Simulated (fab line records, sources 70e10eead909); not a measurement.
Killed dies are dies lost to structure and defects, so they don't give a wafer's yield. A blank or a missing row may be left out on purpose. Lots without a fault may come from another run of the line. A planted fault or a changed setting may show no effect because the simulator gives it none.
Which tool did it? | flow nand_harc | 13 lots, 39 wafers sampled, at 5 steps of a route of 1302

WHAT THE GAUGES READ, wafer by wafer
NHARC_A_ONON_D1_INSPECT_32. Usual: raw_defect_count 69, standard deviation 23.
lot  | measured     | on                | raw_defect_count | flag
L149 | day 8 04:58  | defect_inspect-01 | 79 85 83         |
L150 | day 8 11:17  | defect_inspect-01 | 43 90 49         |
L151 | day 9 02:03  | defect_inspect-01 | 114 159 90       |
L152 | day 9 19:43  | defect_inspect-02 | 56 91 121        |
L154 | day 10 09:39 | defect_inspect-01 | 32 33 32         |
L155 | day 10 19:03 | defect_inspect-02 | 86 58 74         |
L156 | day 11 05:21 | defect_inspect-02 | 55 59 60         |
L157 | day 11 20:42 | defect_inspect-01 | 58 67 38         |
L165 | day 15 10:01 | defect_inspect-01 | 55 60 39         |
L166 | day 15 10:02 | defect_inspect-02 | 64 72 75         |
L167 | day 16 02:50 | defect_inspect-02 | 56 108 85        |
L168 | day 16 02:52 | defect_inspect-01 | 65 152 100       |
L171 | day 17 18:47 | defect_inspect-01 | 44 64 73         |

NHARC_A_CHANNEL_HOLE_D1_CD_MEAS_30. Usual: cd_nm 90.0 nm, standard deviation 1.3.
lot  | measured     | on        | cd_nm (nm)     | flag
L149 | day 8 14:26  | cd_sem-01 | 88.9 89.7 89.6 |
L150 | day 9 00:32  | cd_sem-02 | 91.6 90.5 90.2 |
L151 | day 9 17:41  | cd_sem-01 | 89.8 88.1 91.6 |
L152 | day 10 07:03 | cd_sem-02 | 90.8 88.5 88.9 |
L154 | day 11 03:59 | cd_sem-01 | 89.5 92.0 91.4 |
L155 | day 11 05:11 | cd_sem-02 | 88.9 88.6 87.9 |
L156 | day 11 19:25 | cd_sem-03 | 92.7 90.1 89.1 |
L157 | day 12 06:35 | cd_sem-03 | 89.8 89.8 92.3 |
L165 | day 15 20:22 | cd_sem-02 | 88.8 89.2 90.5 |
L166 | day 15 19:47 | cd_sem-01 | 89.6 89.6 90.0 |
L167 | day 16 14:06 | cd_sem-02 | 88.6 88.5 89.2 |
L168 | day 16 19:04 | cd_sem-02 | 88.8 91.2 89.8 |
L171 | day 18 08:41 | cd_sem-01 | 90.1 89.9 90.7 |

NHARC_END_SORT_01. Usual: killed_at_array 49, standard deviation 18; killed_at_other 0.7, standard deviation 1.1; killed_at_periphery 4.0, standard deviation 2.6; killed_dies 54, standard deviation 19; killed_open 3.4, standard deviation 1.7; killed_short 2.5, standard deviation 1.7.
lot  | measured     | on        | killed_at_array | killed_at_other | killed_at_periphery | killed_dies | killed_open | killed_short | flag
L156 | day 27 09:05 | prober-02 | 674 671 671     | 2 1 1           | 1 5 5               | 677 677 677 | 3 2 4       | 3 1 1        | OFF
L157 | day 28 02:23 | prober-02 | 670 671 670     | 2 2 0           | 5 4 7               | 677 677 677 | 5 3 6       | 3 2 2        | OFF

WHICH TOOL RAN EACH LOT (tool, then ch and the chambers of the sampled wafers, then the start)
lot  | NHARC_A_CHANNEL_HOLE_D1_ETCH_44    | NHARC_A_CHANNEL_FILL_D1_ALD_02
L149 | rie_diel-13 ch 0,1,3, day 8 13:38  | ald_hk-02 ch 1,2,3, day 8 14:58
L150 | rie_diel-13 ch 1,2,3, day 8 23:44  | ald_hk-02 ch 0,2,3, day 9 00:55
L151 | rie_diel-13 ch 0,1,2, day 9 16:53  | ald_hk-04 ch 1,2, day 9 18:04
L152 | rie_diel-13 ch 0,1,2, day 10 06:16 | ald_hk-04 ch 0,1, day 10 07:31
L154 | rie_diel-13 ch 0,1,3, day 11 03:11 | ald_hk-03 ch 0,3, day 11 04:21
L155 | rie_diel-03 ch 0,3, day 11 04:22   | ald_hk-04 ch 1,2,3, day 11 05:47
L156 | rie_diel-13 ch 0,1, day 11 18:37   | -
L157 | rie_diel-13 ch 1,2,3, day 12 05:43 | -
L165 | rie_diel-03 ch 0,2,3, day 15 19:34 | ald_hk-03 ch 2,3, day 15 20:45
L166 | rie_diel-13 ch 1,2, day 15 18:59   | ald_hk-03 ch 0,3, day 15 20:10
L167 | rie_diel-13 ch 0,3, day 16 13:18   | ald_hk-03 ch 1,3, day 16 14:47
L168 | rie_diel-13 ch 1,2,3, day 16 18:16 | ald_hk-03 ch 0,1,2, day 16 19:28
L171 | rie_diel-13 ch 0,3, day 18 07:53   | ald_hk-04 ch 0,1, day 18 10:28
- NHARC_A_CHANNEL_HOLE_D1_ETCH_44: etches the open film in CF4/O2, target depth 140 nm, overetch 14 nm, time 77 s.
- NHARC_A_CHANNEL_FILL_D1_ALD_02: deposits SiO2, target thk 6 nm, pulse time 10 s, ald cycles 60.

WHAT THE TOOLS THEMSELVES READ (means of the sampled wafers that have a number; where no wafer has one, the mark that the record gives instead)
NHARC_A_CHANNEL_HOLE_D1_ETCH_44. Usual: drypump_motor_current_A 5.5 A, standard deviation 0.46; mfc_ar_sccm 0.003 sccm, standard deviation 0.0056; oes_product_au 0.997 a.u., standard deviation 0.011; rf_vpp_V 197.5 V, standard deviation 1.2; run_length_s 98.3 s, standard deviation 0.56; showerhead_plenum_p_Torr 1.32 Torr, standard deviation 0.048; throttle_valve_pct 13.399 %, standard deviation 0.0086.
lot  | tool        | drypump_motor_current_A (A) | mfc_ar_sccm (sccm) | oes_product_au (a.u.) | rf_vpp_V (V) | run_length_s (s) | showerhead_plenum_p_Torr (Torr) | throttle_valve_pct (%) | flag
L149 | rie_diel-13 | 5.4                         | 0.002              | 0.996                 | 197.6        | 98.1             | 1.33                            | 13.389                 |
L150 | rie_diel-13 | 5.4                         | 0.002              | 0.998                 | 196.9        | 98.3             | 1.31                            | 13.393                 |
L151 | rie_diel-13 | 5.3                         | 0.002              | 0.996                 | 197.2        | 97.9             | 1.33                            | 13.399                 |
L152 | rie_diel-13 | 5.3                         | 0.002              | 0.995                 | 198.2        | 97.7             | 1.33                            | 13.395                 |
L154 | rie_diel-13 | 5.4                         | 0.002              | 0.986                 | 197.6        | 98.1             | 1.33                            | 13.392                 |
L155 | rie_diel-03 | 5.5                         | 0.002              | 1.024                 | 196.8        | 98.2             | 1.26                            | 13.396                 |
L156 | rie_diel-13 | 5.3                         | 0.002              | 0.988                 | 197.8        | 86.8             | 1.35                            | 13.406                 | OFF
L157 | rie_diel-13 | 5.4                         | 0.002              | 0.995                 | 196.4        | 87.2             | 1.31                            | 13.404                 | OFF
L165 | rie_diel-03 | 5.3                         | 0.001              | 1.008                 | 197.7        | 98.5             | 1.35                            | 13.403                 |
L166 | rie_diel-13 | 5.3                         | 0.002              | 0.998                 | 197.1        | 98.0             | 1.31                            | 13.401                 |
L167 | rie_diel-13 | 5.7                         | 0.000              | 1.001                 | 197.2        | 98.2             | 1.31                            | 13.409                 |
L168 | rie_diel-13 | 5.4                         | 0.002              | 0.996                 | 197.4        | 98.1             | 1.30                            | 13.402                 |
L171 | rie_diel-13 | 5.8                         | 0.000              | 0.995                 | 197.1        | 98.7             | 1.28                            | 13.393                 |

NHARC_A_CHANNEL_FILL_D1_ALD_02. Usual: heater_power_w 457 W, standard deviation 49; precursor_pulse_height_rel 0.999, standard deviation 0.02.
lot  | tool      | heater_power_w (W) | precursor_pulse_height_rel | flag
L149 | ald_hk-02 | 437                | 0.981                      |
L150 | ald_hk-02 | 443                | 0.994                      |
L151 | ald_hk-04 | 497                | 0.997                      |
L152 | ald_hk-04 | 528                | 0.994                      |
L154 | ald_hk-03 | 512                | 1.005                      |
L155 | ald_hk-04 | 479                | 1.000                      |
L165 | ald_hk-03 | 424                | 0.989                      |
L166 | ald_hk-03 | 499                | 1.013                      |
L167 | ald_hk-03 | 421                | 1.000                      |
L168 | ald_hk-03 | 439                | 1.012                      |
L171 | ald_hk-04 | 504                | 1.002                      |

THE ANSWER, worked out from the rows above alone
Rule: a lot is off if the mean of its wafers that have a number lies more than 3 standard deviations from the usual mean. A lot without any number at a reading at which 4 lots or more have one is off too. The other lots that the step has rows for count as sound. The gauges are gone through in route order, then the tools' own readings, and for those a lot's mean is taken as printed above. The first step at which some lot is off is used, and at that step the reading that is off furthest; a lot without a number counts as furthest.
Off: L156, L157, at NHARC_END_SORT_01 (killed_at_array). Neither off nor sound, because the step has no rows for them: L149, L150, L151, L152, L154, L155, L165, L166, L167, L168, L171.
A tool fits if, at a process step before that reading, it ran every lot that is off, and no sound lot after the first of them. The gauges at NHARC_END_SORT_01 aren't tried: what is off there is off at NHARC_A_CHANNEL_HOLE_D1_ETCH_44 too, on other tools, and a gauge's error can't cause that. One fits: rie_diel-13 at NHARC_A_CHANNEL_HOLE_D1_ETCH_44. It ran no sound lot before its first lot that is off in this sample, so the start can't be narrowed down.

WHAT THE SIMULATOR HAD PUT IN
Process parameter drift: rie_diel-13, from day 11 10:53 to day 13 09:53, at NHARC_A_CHANNEL_HOLE_D1_ETCH_44. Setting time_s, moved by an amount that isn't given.
Lots struck among those shown: L156, L157. The rule above found the same.
